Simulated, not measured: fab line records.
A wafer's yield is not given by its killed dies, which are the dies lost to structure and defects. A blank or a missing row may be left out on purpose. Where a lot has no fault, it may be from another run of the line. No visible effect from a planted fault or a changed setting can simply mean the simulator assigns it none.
fab line records ; flow nandHarc
record lots=12; wafers=36; lastDay=33
route steps=1302 shown A_CONTACT@1082 END@1302
lots with no fault: from the same line, run without faults
startH: start of the lot's first displayed wafer, in hours after the record's first day ; waitH: how many hours have passed since the lot's step before this one ; " identical to the entry in the row above ; L1.1+2: a single row standing in for several wafers ; - no value, or no start was given ; * or withheld: withheld ; < > ~ a bound
route shown NAME@n: names a module that has steps shown in the file, with the first one's number in the route ; usual: average and standard deviation across the fault-free wafers ; same: alike in all rows ; chamber/n: place in a boat ; sites: each site's reading ; _std_site: their standard deviation ; _edge_site: the outer-site mean with the inner-site mean subtracted ; radiusMm: for every site, how far away it sits from the centre of the wafer ; mask NAME#n: copy n ; behind: tool/chamber where the wafer was last shaped ; hold: what put the lot on hold/how long, in hours/how the hold closed ; device: whichever transistor did not switch (one of n, p or np) ; end of line: the tests these same wafers got at the end of their route ; step lacking rows: just its recipe ; killed: at the first sort, the dies lost to defects and structure; wafer yield is something else ; map: a wafer's dies, marking killed ones x, the rest . and places with no die _
set.NAME: the setting that was run; set.NAME@STEP: the one run at that earlier step ; model.NAME: the simulator's own value behind a step, which no gauge read
a sample of lots followed through the steps of the route, with each step as a table and each wafer as a row
services: the hour from which a tool's chamber was out of use, counted from the record's first day as startH (under 0 if before that day), plus the number of hours and why
## steps
# step NHARC_A_CONTACT_ETCH_88
# recipe targetDepthA=390; overEtchFrac=0.3; timeS=65; ionEnergyEv=80; cf4FlowSccm=150; arFlowSccm=0; rfW=300; biasW=100; chemistry=CF4
# usual biasW=100.01/0.28; cf4FlowSccm=149.9/0.4; drypumpMotorCurrentA=5.7/0.49; oesProductAu=1.000/0.0074; rfVppV=151.8/1.5; showerheadPlenumPTorr=1.81/0.1; throttleValvePct=13.284/0.01
lot.wafer;tool;chamber;startH;waitH;biasW;cf4FlowSccm;drypumpMotorCurrentA;oesProductAu;rfHoursCounterH;rfVppV;showerheadPlenumPTorr;throttleValvePct
L420.1;rieDiel-11;1;521.80;0.1;99.98;149.5;5.5;1.008;11;152.4;1.91;13.289
L420.3;rieDiel-11;0;521.80;0.1;99.17;149.3;6.4;0.996;13;150.1;1.68;13.301
L420.5;rieDiel-11;2;521.80;0.1;99.89;149.7;5.1;1.012;-;152.8;1.90;13.289
L422.4;rieDiel-01;3;548.10;0.1;100.24;149.4;6.8;0.983;48;152.0;1.89;13.304
L422.2;rieDiel-01;0;548.10;0.1;100.59;149.6;5.4;0.986;50;151.2;1.71;13.288
L422.6;rieDiel-01;2;548.10;0.1;100.50;149.9;5.8;1.015;-;153.5;1.80;13.280
L424.1;rieDiel-11;2;565.16;0.1;99.86;150.1;5.1;0.999;18;152.8;1.89;13.282
L424.2;rieDiel-11;3;565.16;0.1;99.90;150.1;5.6;0.998;18;151.8;1.90;13.279
L424.3;rieDiel-11;0;565.16;0.1;99.97;149.6;6.3;1.006;19;149.7;1.68;13.284
L425.2;rieDiel-11;3;570.79;0.1;100.05;149.9;5.6;0.991;20;152.1;1.90;13.272
L425.1;rieDiel-11;2;570.79;0.1;100.21;149.5;5.1;1.011;19;152.3;1.89;13.273
L425.6;rieDiel-11;3;570.79;0.1;99.97;149.9;5.6;0.993;-;152.5;1.90;13.302
L426.1;rieDiel-01;2;574.96;0.1;99.81;149.9;5.8;0.991;2;151.8;1.80;13.295
L426.3;rieDiel-01;1;574.96;0.1;99.76;150.4;5.8;1.002;3;150.9;1.69;13.295
L426.5;rieDiel-01;2;574.96;0.1;100.13;149.6;5.8;0.995;-;152.7;1.80;13.288
L430.4;rieDiel-01;0;613.90;0.1;99.99;149.5;5.4;1.001;19;149.3;1.70;13.287
L430.1;rieDiel-01;2;613.90;0.1;100.07;150.0;5.8;1.000;20;150.4;1.80;13.298
L430.5;rieDiel-01;0;613.90;0.1;99.99;149.9;5.3;1.008;-;151.5;1.70;13.280
L429.3;rieDiel-01;1;617.77;0.1;99.91;150.1;5.8;0.996;14;150.6;1.68;13.292
L429.2;rieDiel-01;2;617.77;0.1;100.09;149.8;5.8;1.012;21;152.9;1.80;13.298
L429.6;rieDiel-01;1;617.77;0.1;99.56;150.0;5.8;0.999;-;151.1;1.69;13.268
L431.2;rieDiel-11;2;628.77;0.1;100.45;150.0;5.1;0.998;1;151.8;1.89;13.302
L431.1;rieDiel-11;3;628.77;0.1;100.08;150.1;5.6;1.002;1;154.1;1.90;13.275
L431.5;rieDiel-11;2;628.77;0.1;99.88;149.5;5.1;1.008;-;153.6;1.89;13.276
L438.3;rieDiel-11;3;707.72;0.2;-;-;-;-;-;-;-;-
L438.4;rieDiel-11;1;707.72;0.2;-;-;-;-;-;-;-;-
L438.1;rieDiel-11;2;707.72;0.2;-;-;-;-;-;-;-;-
L437.3;rieDiel-01;2;707.74;0.1;-;-;-;-;-;-;-;-
L437.2;rieDiel-01;3;707.74;0.1;-;-;-;-;-;-;-;-
L437.4;rieDiel-01;0;707.74;0.1;-;-;-;-;-;-;-;-
L441.1;rieDiel-04;2;722.33;0.1;100.06;149.6;5.4;1.003;1;152.8;1.91;13.282
L441.2;rieDiel-04;3;722.33;0.1;99.47;150.4;5.4;1.005;2;150.4;1.70;13.282
L441.5;rieDiel-04;3;722.33;0.1;99.91;149.3;5.4;1.010;-;150.3;1.70;13.284
L442.4;rieDiel-01;3;733.66;0.2;100.09;150.3;6.8;0.999;64;151.9;1.87;13.285
L442.3;rieDiel-01;0;733.66;0.2;100.15;150.4;5.4;1.008;63;150.2;1.69;13.286
L442.2;rieDiel-01;1;733.66;0.2;100.27;149.8;5.8;0.990;54;150.1;1.67;13.274
# step NHARC_A_CONTACT_ETCH_134
# recipe sourceW=withheld; pressureMtorr=20; biasV=withheld; timeS=140; targetDepthA=7000; arFlowSccm=withheld; c4f8FlowSccm=withheld; o2FlowSccm=withheld; chemistry=C4F8/O2/Ar
# usual chamberPressureMTorr=19.999/0.02; oesAirLineAu=1.004/0.019
lot.wafer;tool;chamber;startH;waitH;chamberPressureMTorr;oesAirLineAu;rfHoursCounterH
L420.1;harCapEtch-01;0;522.87;-;19.984;0.993;2
L420.3;harCapEtch-01;1;522.87;-;20.004;0.999;-
L420.5;harCapEtch-01;0;522.87;-;19.966;1.005;-
L422.2;harCapEtch-02;0;549.17;-;19.958;0.973;90
L422.4;harCapEtch-02;0;549.17;-;20.023;1.015;-
L422.6;harCapEtch-02;1;549.17;-;19.994;1.013;-
L424.1;harCapEtch-03;1;566.20;-;20.000;1.038;53
L424.2;harCapEtch-03;0;566.20;-;19.990;1.017;53
L424.3;harCapEtch-03;0;566.20;-;19.994;1.013;-
L425.1;harCapEtch-01;1;571.83;-;19.991;1.009;12
L425.2;harCapEtch-01;0;571.83;-;20.026;1.007;12
L425.6;harCapEtch-01;1;571.83;-;19.991;1.010;-
L426.1;harCapEtch-02;0;576.00;-;20.017;0.998;95
L426.3;harCapEtch-02;1;576.00;-;19.996;1.000;-
L426.5;harCapEtch-02;0;576.00;-;20.019;1.016;-
L430.1;harCapEtch-03;0;615.02;-;20.023;1.032;62
L430.4;harCapEtch-03;1;615.02;-;19.987;1.013;-
L430.5;harCapEtch-03;0;615.02;-;20.019;1.006;-
L429.2;harCapEtch-02;0;618.84;-;19.968;0.994;102
L429.3;harCapEtch-02;1;618.84;-;19.996;1.001;-
L429.6;harCapEtch-02;1;618.84;-;20.010;0.990;-
L431.1;harCapEtch-02;0;629.80;-;20.010;1.000;103
L431.2;harCapEtch-02;1;629.80;-;20.006;0.973;103
L431.5;harCapEtch-02;0;629.80;-;19.954;0.978;-
L438.1;harCapEtch-01;1;708.76;-;20.002;0.990;36
L438.4;harCapEtch-01;1;708.76;-;19.984;0.981;-
L438.3;harCapEtch-01;0;708.76;-;20.007;1.031;-
L437.2;harCapEtch-03;0;708.97;-;20.036;1.008;77
L437.3;harCapEtch-03;0;708.97;-;19.994;1.063;-
L437.4;harCapEtch-03;1;708.97;-;19.986;1.020;-
L441.2;harCapEtch-02;0;723.42;-;20.020;0.982;122
L441.1;harCapEtch-02;1;723.42;-;19.996;1.015;122
L441.5;harCapEtch-02;1;723.42;-;20.002;1.010;-
L442.2;harCapEtch-03;1;734.70;-;19.987;0.997;84
L442.4;harCapEtch-03;1;734.70;-;20.030;0.986;-
L442.3;harCapEtch-03;0;734.70;-;20.005;0.991;-
# step NHARC_A_CONTACT_ETCH_136
# recipe sourceW=withheld; pressureMtorr=20; biasV=1200; timeS=311; targetDepthA=19120; arFlowSccm=withheld; c4f8FlowSccm=withheld; o2FlowSccm=withheld; chemistry=C4F8/O2/Ar
# usual chamberPressureMTorr=20.000/0.016; oesAirLineAu=1.000/0.019
lot.wafer;tool;chamber;startH;waitH;chamberPressureMTorr;oesAirLineAu;rfHoursCounterH
L420.1;harCapEtch-01;0;523.36;0.2;20.015;1.004;2
L420.3;harCapEtch-01;1;523.36;0.2;20.043;1.012;-
L420.5;harCapEtch-01;0;523.36;0.2;20.005;0.987;-
L422.2;harCapEtch-02;0;549.65;0.2;19.999;0.998;90
L422.4;harCapEtch-02;0;549.65;0.2;20.011;0.995;-
L422.6;harCapEtch-02;1;549.65;0.2;19.991;1.006;-
L424.1;harCapEtch-03;1;566.69;0.2;20.000;0.954;53
L424.2;harCapEtch-03;0;566.69;0.2;20.000;0.997;53
L424.3;harCapEtch-03;0;566.69;0.2;20.011;0.999;-
L425.1;harCapEtch-01;1;572.31;0.2;19.995;0.961;12
L425.2;harCapEtch-01;0;572.31;0.2;20.005;0.995;12
L425.6;harCapEtch-01;1;572.31;0.2;20.006;1.017;-
L426.1;harCapEtch-02;0;576.47;0.2;19.998;0.986;95
L426.3;harCapEtch-02;1;576.47;0.2;20.048;1.015;-
L426.5;harCapEtch-02;0;576.47;0.2;19.991;1.023;-
L430.1;harCapEtch-03;0;615.50;0.2;19.974;1.008;62
L430.4;harCapEtch-03;1;615.50;0.2;19.975;1.022;-
L430.5;harCapEtch-03;0;615.50;0.2;19.992;0.986;-
L429.2;harCapEtch-02;0;619.32;0.2;19.982;1.009;102
L429.3;harCapEtch-02;1;619.32;0.2;19.998;0.993;-
L429.6;harCapEtch-02;1;619.32;0.2;19.982;1.007;-
L431.1;harCapEtch-02;0;630.28;0.2;20.006;1.017;104
L431.2;harCapEtch-02;1;630.28;0.2;20.018;1.012;104
L431.5;harCapEtch-02;0;630.28;0.2;19.975;0.978;-
L438.1;harCapEtch-01;1;709.39;0.3;20.014;0.968;36
L438.4;harCapEtch-01;1;709.39;0.3;20.027;1.010;-
L438.3;harCapEtch-01;0;709.39;0.3;19.967;0.993;-
L437.2;harCapEtch-03;0;709.44;0.2;19.988;1.015;77
L437.3;harCapEtch-03;0;709.44;0.2;19.996;1.034;-
L437.4;harCapEtch-03;1;709.44;0.2;19.988;1.004;-
L441.2;harCapEtch-02;0;723.88;0.2;20.013;0.975;122
L441.1;harCapEtch-02;1;723.88;0.2;20.024;1.001;122
L441.5;harCapEtch-02;1;723.88;0.2;20.007;1.012;-
L442.2;harCapEtch-03;1;735.18;0.2;20.010;1.010;84
L442.4;harCapEtch-03;1;735.18;0.2;20.013;0.987;-
L442.3;harCapEtch-03;0;735.18;0.2;20.001;0.984;-
# step NHARC_A_CONTACT_ETCH_139
# recipe sourceW=withheld; pressureMtorr=20; biasV=400; timeS=195; targetDepthA=8400; arFlowSccm=withheld; c4f8FlowSccm=11.5; o2FlowSccm=7.2; chemistry=C4F8/O2/Ar
# usual chamberPressureMTorr=19.999/0.018; oesAirLineAu=1.002/0.021
lot.wafer;tool;chamber;startH;waitH;chamberPressureMTorr;oesAirLineAu;rfHoursCounterH
L420.1;harCapEtch-01;0;524.17;0.2;19.999;1.027;3
L420.3;harCapEtch-01;1;524.17;0.2;20.005;1.012;-
L420.5;harCapEtch-01;0;524.17;0.2;20.008;1.056;-
L422.2;harCapEtch-02;0;550.47;0.2;20.004;1.009;91
L422.4;harCapEtch-02;0;550.47;0.2;19.997;0.992;-
L422.6;harCapEtch-02;1;550.47;0.2;20.007;0.993;-
L424.1;harCapEtch-03;1;567.50;0.2;20.020;0.982;54
L424.2;harCapEtch-03;0;567.50;0.2;19.989;0.985;54
L424.3;harCapEtch-03;0;567.50;0.2;20.004;1.017;-
L425.1;harCapEtch-01;1;573.11;0.2;20.006;0.996;13
L425.2;harCapEtch-01;0;573.11;0.2;20.031;0.979;13
L425.6;harCapEtch-01;1;573.11;0.2;20.017;0.998;-
L426.1;harCapEtch-02;0;577.29;0.2;19.999;1.018;96
L426.3;harCapEtch-02;1;577.29;0.2;19.995;1.036;-
L426.5;harCapEtch-02;0;577.29;0.2;20.019;0.991;-
L430.1;harCapEtch-03;0;616.31;0.2;20.007;0.979;63
L430.4;harCapEtch-03;1;616.31;0.2;20.028;0.967;-
L430.5;harCapEtch-03;0;616.31;0.2;19.992;1.020;-
L429.2;harCapEtch-02;0;620.14;0.2;19.990;0.979;103
L429.3;harCapEtch-02;1;620.14;0.2;20.007;0.992;-
L429.6;harCapEtch-02;1;620.14;0.2;19.978;1.016;-
L431.1;harCapEtch-02;0;631.09;0.2;20.017;1.031;104
L431.2;harCapEtch-02;1;631.09;0.2;20.008;0.965;104
L431.5;harCapEtch-02;0;631.09;0.2;19.991;1.011;-
L437.2;harCapEtch-03;0;710.26;0.2;19.995;1.027;78
L437.3;harCapEtch-03;0;710.26;0.2;19.982;1.011;-
L437.4;harCapEtch-03;1;710.26;0.2;20.005;0.990;-
L438.1;harCapEtch-01;1;710.48;0.3;19.977;1.001;37
L438.4;harCapEtch-01;1;710.48;0.3;19.995;1.037;-
L438.3;harCapEtch-01;0;710.48;0.3;19.979;0.989;-
L441.2;harCapEtch-02;0;724.70;0.2;19.978;0.967;123
L441.1;harCapEtch-02;1;724.70;0.2;20.017;1.011;123
L441.5;harCapEtch-02;1;724.70;0.2;20.010;1.025;-
L442.2;harCapEtch-03;1;736.00;0.2;19.989;0.997;85
L442.4;harCapEtch-03;1;736.00;0.2;20.025;0.990;-
L442.3;harCapEtch-03;0;736.00;0.2;20.013;1.000;-
# step NHARC_END_SORT_01
# recipe tempC=25
# usual killedAtArray=61/23; killedAtOther=1.3/1.4; killedAtPeriphery=4.0/2.6; killedDies=66/22; killedOpen=3.4/1.8; killedShort=2.3/1.4
# same grossDies=677
lot.wafer;tool;chamber;startH;waitH;killedAtArray;killedAtOther;killedAtPeriphery;killedDies;killedOpen;killedShort
L420.1;prober-02;0;570.70;2.5;59;2;5;66;4;2
L420.3;prober-02;0;572.28;3.1;60;2;4;66;3;2
L420.5;prober-02;0;573.86;3.7;67;1;8;76;4;2
L422.2;prober-02;0;597.70;2.8;61;4;5;70;1;1
L422.4;prober-02;0;599.32;3.4;74;3;2;79;4;1
L422.6;prober-02;0;600.93;4.0;70;1;12;83;4;1
L424.1;prober-01;0;616.20;2.5;81;2;3;86;4;1
L424.2;prober-01;0;616.99;2.8;70;2;1;73;3;1
L424.3;prober-01;0;617.79;3.1;50;3;3;56;0;1
L425.1;prober-02;0;621.19;2.5;26;1;3;30;6;4
L425.2;prober-02;0;621.99;2.8;33;1;2;36;3;3
L425.6;prober-02;0;625.19;4.0;30;0;2;32;2;2
L426.1;prober-01;0;628.47;2.5;106;2;4;112;3;3
L426.3;prober-01;0;630.08;3.1;111;1;1;113;2;3
L426.5;prober-01;0;631.69;3.7;114;2;2;118;2;4
L430.1;prober-01;0;663.75;2.5;41;2;3;46;1;4
L430.4;prober-01;0;666.15;3.4;43;0;3;46;3;5
L430.5;prober-01;0;666.95;3.7;42;1;3;46;1;5
L429.2;prober-02;0;668.43;2.8;21;1;2;24;0;0
L429.3;prober-02;0;669.24;3.1;24;4;4;32;1;5
L429.6;prober-02;0;671.66;4.0;17;2;1;20;2;2
L438.1;prober-01;0;761.92;2.5;669;1;7;677;4;3
L438.3;prober-01;0;763.53;3.1;672;0;5;677;0;1
L438.4;prober-01;0;764.34;3.4;673;0;4;677;4;3
L437.2;prober-02;0;765.81;2.8;671;1;5;677;4;4
L437.3;prober-02;0;766.61;3.1;663;2;12;677;3;0
L437.4;prober-02;0;767.41;3.4;669;1;7;677;1;1
L441.1;prober-02;0;772.82;2.5;62;2;4;68;1;2
L441.2;prober-02;0;773.62;2.8;70;3;4;77;6;3
L441.5;prober-02;0;776.03;3.7;74;0;4;78;4;3
# killed by level:class
L420.1 A_CHANNEL_HOLE_D1:chamberFilmFlake=36 A_CHANNEL_HOLE_D2:chamberFilmFlake=6 A_CONTACT:chamberFilmFlake=4 A_WL_FILL:chamberFilmFlake=3 A_CONTACT:unspecified=3 A_BLC:geometricParticle:open=2 P_ZERO_WELL:chamberFilmFlake=2 A_STAIRCASE:chamberFilmFlake=2
L420.3 A_CHANNEL_HOLE_D1:chamberFilmFlake=29 A_STAIRCASE:chamberFilmFlake=11 A_CHANNEL_HOLE_D2:chamberFilmFlake=7 A_CONTACT:unspecified=6 P_ZERO_WELL:chamberFilmFlake=4 THIN_TSV:chamberFilmFlake=2 A_ONON_D2:geometricParticle:short=1 A_CHANNEL_FILL_D2:geometricParticle:open=1
L420.5 A_CHANNEL_HOLE_D1:chamberFilmFlake=36 A_CHANNEL_HOLE_D2:chamberFilmFlake=14 A_CONTACT:unspecified=6 A_STAIRCASE:chamberFilmFlake=5 P_ZERO_WELL:chamberFilmFlake=3 A_CHANNEL_FILL_D2:geometricParticle:short=2 P_M1:chamberFilmFlake=2 P_CONTACT:geometricParticle:open=1
L422.2 A_CHANNEL_HOLE_D2:chamberFilmFlake=26 A_SLIT:chamberFilmFlake=19 A_CONTACT:chamberFilmFlake=11 THIN_TSV:chamberFilmFlake=4 P_STI:chamberFilmFlake=3 A_STAIRCASE:chamberFilmFlake=2 A_CHANNEL_HOLE_D1:geometricParticle:open=1 A_WL_FILL:geometricParticle:short=1
L422.4 A_SLIT:chamberFilmFlake=28 A_CHANNEL_HOLE_D2:chamberFilmFlake=28 A_CONTACT:chamberFilmFlake=6 THIN_TSV:chamberFilmFlake=3 A_M0:geometricParticle:open=2 A_CHANNEL_HOLE_D1:chamberFilmFlake=2 A_CHANNEL_FILL_D1:chamberFilmFlake=2 P_M1:geometricParticle:open=1
L422.6 A_CHANNEL_HOLE_D2:chamberFilmFlake=30 A_SLIT:chamberFilmFlake=27 A_CONTACT:chamberFilmFlake=5 P_GATE:chamberFilmFlake=4 P_CONTACT:chamberFilmFlake=4 A_CHANNEL_HOLE_D1:chamberFilmFlake=4 P_M1:geometricParticle:open=3 A_ONON_D2:geometricParticle:short=1
L424.1 A_CHANNEL_HOLE_D1:chamberFilmFlake=37 A_CHANNEL_HOLE_D2:chamberFilmFlake=34 A_M1:chamberFilmFlake=4 A_ONON_D2:geometricParticle:open=2 A_CONTACT:chamberFilmFlake=2 THIN_TSV:chamberFilmFlake=2 P_M0:geometricParticle:open=1 P_M1:geometricParticle:open=1
L424.2 A_CHANNEL_HOLE_D1:chamberFilmFlake=33 A_CHANNEL_HOLE_D2:chamberFilmFlake=23 A_CONTACT:chamberFilmFlake=3 A_DECK1_JOINT:chamberFilmFlake=2 A_WL_FILL:chamberFilmFlake=2 THIN_TSV:chamberFilmFlake=2 A_DECK1_JOINT:geometricParticle:open=1 A_CHANNEL_FILL_D2:geometricParticle:short=1
L424.3 A_CHANNEL_HOLE_D2:chamberFilmFlake=27 A_CHANNEL_HOLE_D1:chamberFilmFlake=18 THIN_TSV:chamberFilmFlake=3 P_M2:chamberFilmFlake=2 A_M1:chamberFilmFlake=2 A_CHANNEL_FILL_D1:geometricParticle:short=1 P_GATE:chamberFilmFlake=1 A_ZERO_WELL:chamberFilmFlake=1
L425.1 A_CHANNEL_HOLE_D2:chamberFilmFlake=8 A_CHANNEL_HOLE_D1:chamberFilmFlake=6 A_CHANNEL_FILL_D1:geometricParticle:open=2 A_SLIT:chamberFilmFlake=2 A_WL_FILL:chamberFilmFlake=2 P_STI:geometricParticle:open=1 P_GATE:geometricParticle:open=1 P_M2:geometricParticle:open=1
L425.2 A_CHANNEL_HOLE_D2:chamberFilmFlake=18 A_CHANNEL_HOLE_D1:chamberFilmFlake=4 P_ZERO_WELL:chamberFilmFlake=2 A_M1:chamberFilmFlake=2 A_SOURCE_PLATE:geometricParticle:open=1 A_ONON_D1:geometricParticle:short=1 A_ONON_D2:geometricParticle:open=1 A_CHANNEL_FILL_D2:geometricParticle:short=1
L425.6 A_CHANNEL_HOLE_D2:chamberFilmFlake=16 A_STAIRCASE:chamberFilmFlake=3 A_CHANNEL_HOLE_D1:chamberFilmFlake=2 A_WL_FILL:chamberFilmFlake=2 A_M1:chamberFilmFlake=2 P_M0:geometricParticle:short=1 A_SOURCE_PLATE:geometricParticle:short=1 A_CHANNEL_HOLE_D2:geometricParticle:open=1
L426.1 A_SLIT:chamberFilmFlake=36 A_CHANNEL_HOLE_D1:chamberFilmFlake=34 A_CHANNEL_HOLE_D2:chamberFilmFlake=29 A_CONTACT:chamberFilmFlake=3 A_STAIRCASE:chamberFilmFlake=2 THIN_TSV:chamberFilmFlake=2 P_GATE:geometricParticle:open=1 P_M0:geometricParticle:open=1
L426.3 A_SLIT:chamberFilmFlake=37 A_CHANNEL_HOLE_D2:chamberFilmFlake=34 A_CHANNEL_HOLE_D1:chamberFilmFlake=31 A_ONON_D2:geometricParticle:short=2 A_STAIRCASE:chamberFilmFlake=2 A_CONTACT:chamberFilmFlake=2 P_M0:geometricParticle:open=1 A_DECK1_JOINT:geometricParticle:short=1
L426.5 A_SLIT:chamberFilmFlake=41 A_CHANNEL_HOLE_D1:chamberFilmFlake=33 A_CHANNEL_HOLE_D2:chamberFilmFlake=30 A_CONTACT:chamberFilmFlake=5 THIN_TSV:chamberFilmFlake=2 P_GATE:geometricParticle:short=1 P_GATE:geometricParticle:open=1 A_CHANNEL_FILL_D1:geometricParticle:short=1
L430.1 A_CHANNEL_HOLE_D2:chamberFilmFlake=26 A_CHANNEL_HOLE_D1:chamberFilmFlake=4 A_STAIRCASE:chamberFilmFlake=3 THIN_TSV:chamberFilmFlake=2 P_GATE:geometricParticle:short=1 A_ONON_D1:geometricParticle:open=1 A_DECK1_JOINT:geometricParticle:short=1 A_SGD_CUT:geometricParticle:short=1
L430.4 A_CHANNEL_HOLE_D2:chamberFilmFlake=21 A_CHANNEL_HOLE_D1:chamberFilmFlake=10 A_CONTACT:chamberFilmFlake=3 A_ONON_D1:geometricParticle:short=2 P_CONTACT:geometricParticle:short=1 P_M0:geometricParticle:open=1 A_CHANNEL_HOLE_D2:geometricParticle:open=1 A_CHANNEL_FILL_D2:geometricParticle:short=1
L430.5 A_CHANNEL_HOLE_D2:chamberFilmFlake=22 A_CHANNEL_HOLE_D1:chamberFilmFlake=8 A_SGD_CUT:chamberFilmFlake=3 A_WL_FILL:chamberFilmFlake=2 P_GATE:geometricParticle:short=1 A_DECK1_JOINT:geometricParticle:short=1 A_CHANNEL_FILL_D2:geometricParticle:short=1 A_CHANNEL_FILL_D2:geometricParticle:open=1
L429.2 A_CHANNEL_HOLE_D1:chamberFilmFlake=9 A_CONTACT:chamberFilmFlake=6 A_STAIRCASE:chamberFilmFlake=4 P_ZERO_WELL:chamberFilmFlake=2 A_CHANNEL_HOLE_D2:chamberFilmFlake=1 A_BLC:chamberFilmFlake=1 THIN_TSV:chamberFilmFlake=1
L429.3 A_CHANNEL_HOLE_D1:chamberFilmFlake=7 A_CONTACT:chamberFilmFlake=6 THIN_TSV:chamberFilmFlake=4 A_STAIRCASE:chamberFilmFlake=3 P_ZERO_WELL:chamberFilmFlake=2 A_SLIT:chamberFilmFlake=2 P_STI:geometricParticle:short=1 P_CONTACT:geometricParticle:open=1
L429.6 A_CHANNEL_HOLE_D1:chamberFilmFlake=7 A_CONTACT:chamberFilmFlake=3 A_STAIRCASE:chamberFilmFlake=2 THIN_TSV:chamberFilmFlake=2 P_GATE:geometricParticle:open=1 A_SOURCE_PLATE:geometricParticle:short=1 A_DECK1_JOINT:geometricParticle:open=1 A_CHANNEL_FILL_D2:geometricParticle:short=1
L438.1 A_CONTACT:areaEtch=616 A_CHANNEL_HOLE_D1:chamberFilmFlake=39 A_SLIT:chamberFilmFlake=5 P_CONTACT:geometricParticle:open=2 P_GATE:chamberFilmFlake=2 A_DECK1_JOINT:chamberFilmFlake=2 A_CONTACT:chamberFilmFlake=2 P_M1:geometricParticle:open=1
L438.3 A_CONTACT:areaEtch=625 A_CHANNEL_HOLE_D1:chamberFilmFlake=32 A_SLIT:chamberFilmFlake=7 A_STAIRCASE:chamberFilmFlake=4 A_CONTACT:chamberFilmFlake=3 P_ZERO_WELL:chamberFilmFlake=2 P_BONDPAD:chamberFilmFlake=2 A_CHANNEL_HOLE_D1:geometricParticle:short=1
L438.4 A_CONTACT:areaEtch=623 A_CHANNEL_HOLE_D1:chamberFilmFlake=26 A_SLIT:chamberFilmFlake=8 A_CONTACT:chamberFilmFlake=4 A_CHANNEL_FILL_D1:geometricParticle:open=3 A_CHANNEL_FILL_D1:geometricParticle:short=2 P_ZERO_WELL:chamberFilmFlake=2 A_CHANNEL_HOLE_D2:chamberFilmFlake=2
L437.2 A_CONTACT:areaEtch=603 A_SLIT:chamberFilmFlake=27 A_CHANNEL_HOLE_D2:chamberFilmFlake=15 A_CHANNEL_HOLE_D1:chamberFilmFlake=11 P_CONTACT:chamberFilmFlake=4 A_ONON_D1:geometricParticle:short=3 A_ONON_D1:geometricParticle:open=3 A_CONTACT:chamberFilmFlake=3
L437.3 A_CONTACT:areaEtch=598 A_CHANNEL_HOLE_D2:chamberFilmFlake=27 A_SLIT:chamberFilmFlake=19 P_CONTACT:chamberFilmFlake=10 A_CHANNEL_HOLE_D1:chamberFilmFlake=10 A_M1:geometricParticle:open=2 A_CHANNEL_FILL_D1:chamberFilmFlake=2 A_CONTACT:chamberFilmFlake=2
L437.4 A_CONTACT:areaEtch=596 A_CHANNEL_HOLE_D2:chamberFilmFlake=33 A_SLIT:chamberFilmFlake=22 A_CHANNEL_HOLE_D1:chamberFilmFlake=9 P_CONTACT:chamberFilmFlake=6 A_CONTACT:chamberFilmFlake=5 A_DECK1_JOINT:geometricParticle:open=1 A_SGD_CUT:geometricParticle:short=1
L441.1 A_SLIT:chamberFilmFlake=26 A_CHANNEL_HOLE_D2:chamberFilmFlake=19 A_CONTACT:chamberFilmFlake=12 P_STI:chamberFilmFlake=2 P_GATE:chamberFilmFlake=2 HYBRID_BOND:chamberFilmFlake=2 A_ONON_D2:geometricParticle:short=1 A_CHANNEL_HOLE_D2:geometricParticle:open=1
L441.2 A_SLIT:chamberFilmFlake=32 A_CHANNEL_HOLE_D2:chamberFilmFlake=20 A_CONTACT:chamberFilmFlake=6 A_SGD_CUT:chamberFilmFlake=4 P_CONTACT:geometricParticle:open=2 A_M1:chamberFilmFlake=2 HYBRID_BOND:chamberFilmFlake=2 P_M1:geometricParticle:short=1
L441.5 A_CHANNEL_HOLE_D2:chamberFilmFlake=27 A_SLIT:chamberFilmFlake=25 A_CONTACT:chamberFilmFlake=11 P_CONTACT:geometricParticle:open=2 A_CHANNEL_HOLE_D2:geometricParticle:short=2 A_M1:chamberFilmFlake=2 A_SGD_CUT:chamberFilmFlake=2 P_GATE:geometricParticle:open=1
## services
tool;chamber;startH;hours;kind
rieDiel-04;0;508.72;4.9;repair
rieDiel-01;0;512.55;-;clean
rieDiel-01;1;512.55;-;clean
rieDiel-01;2;512.55;-;clean
rieDiel-01;3;512.55;-;clean
harCapEtch-01;0;514.00;-;clean
harCapEtch-01;1;514.00;-;clean
rieDiel-11;3;518.81;2.8;repair
rieDiel-04;-;533.00;9.0;pm
rieDiel-01;0;537.06;-;clean
rieDiel-01;1;537.06;-;clean
rieDiel-01;2;537.06;-;clean
rieDiel-01;3;537.06;-;clean
rieDiel-01;-;557.93;9.0;pm
rieDiel-01;0;557.93;9.0;ventCycle
rieDiel-01;1;557.93;9.0;ventCycle
rieDiel-01;1;598.73;6.5;repair
rieDiel-11;-;609.50;9.0;pm
rieDiel-01;3;640.82;3.7;repair
rieDiel-11;1;656.67;20.0;repair
rieDiel-04;-;710.00;9.0;pm
harCapEtch-01;-;718.74;0.6;repair
rieDiel-01;-;734.95;9.0;pm
rieDiel-11;2;735.30;3.0;repair
## key
firstSign step=NHARC_A_CONTACT_ETCH_88; reading=toolRecord; direction=missing
effect step=NHARC_END_SORT_01; reading=killedDies; direction=up; sigmas=27; usual=66; struck=677
moreKillsBornAt NHARC_A_CONTACT_ETCH_88@rieDiel-11=1864; NHARC_A_CONTACT_ETCH_88@rieDiel-01=1795
metAt NHARC_A_CONTACT_ETCH_88
struckLots L437,L438
laterRowsLeftOut L437.2,L437.3,L437.4,L438.1,L438.3,L438.4
testerLeftOut L437,L438
notActingAt NHARC_A_CONTACT_ETCH_134,NHARC_A_CONTACT_ETCH_136,NHARC_A_CONTACT_ETCH_139
onsetBetween 628.77 707.72
fault kind=skippedStepWhole; tool=rieDiel-01,rieDiel-11; chamber=-; onsetH=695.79; steps=NHARC_A_CONTACT_ETCH_88; scope=struckLotsOnly
# testerLeftOut: of these lots the tester's yield and bins aren't shown, on N5 and GAA mostly nor the transistor test; their killed dies are dies lost to structure and defects alone, not to doping, threshold or leakage, so they don't give the yield
# laterRowsLeftOut: the simulator's readings of these wafers behind a module that went badly wrong aren't trusted and aren't shown, but for the sort
